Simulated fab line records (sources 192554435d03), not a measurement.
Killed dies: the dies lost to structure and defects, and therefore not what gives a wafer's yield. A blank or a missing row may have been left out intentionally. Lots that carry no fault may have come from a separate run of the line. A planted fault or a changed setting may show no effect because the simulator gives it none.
Matching of chambers    flow n5 finfet    pecvd-01 running N5_BEOL_M7_DEP_56: 3 sister chambers
The step deposits SiCN from 3MS/NH3, target thk 10 nm, time 17.5 s. 6 wafers are shown with their chamber, then 10 later ones without.

EACH WAFER AND ITS CHAMBER
wafer   chamber  throttle valve pct (%)  showerhead plenum p Torr (Torr)
L090.4  2        8.7                     3.667
L090.6  1        8.4                     3.680
L088.5  2        8.7                     3.664
L088.6  1        8.5                     3.687
L091.3  0        9.9                     3.643
L091.4  0        9.7                     3.650

WAFERS MISSING THEIR CHAMBER
wafer   throttle valve pct (%)  showerhead plenum p Torr (Torr)
L091.5  8.5                     3.662
L092.2  8.5                     3.678
L092.3  8.7                     3.665
L092.5  8.7                     3.661
L094.2  9.5                     3.645
L094.3  8.7                     3.673
L094.4  9.6                     3.653
L093.2  8.6                     3.656
L093.3  9.5                     3.653
L093.6  8.9                     3.651

WHICH CHAMBER EACH WENT THROUGH
wafer   from the rows above      in truth
L091.5  2                        2
L092.2  1                        1
L092.3  2                        2
L092.5  2                        2
L094.2  0                        0
L094.3  can't be placed: 2 or 1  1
L094.4  0                        0
L093.2  2                        2
L093.3  0                        0
L093.6  2                        2
Correctly placed: 9 of 10. Unplaceable from these rows: 1, with the true chamber sitting among the candidates in 1. Number placed wrongly: 0.
How it was worked out, from the rows above alone: a wafer's distance from a chamber is the root of the sum, over the readings, of the square of ((its reading less the chamber's mean) divided by the reading's scatter). The wafer belongs to the nearest chamber; if the next one is less than 2 further off, it can't be placed. Each chamber's mean is taken over the wafers shown for it. The scatter: the root of (the sum of the squares of (reading less its chamber's mean) over the shown wafers, divided by (wafers less chambers)).
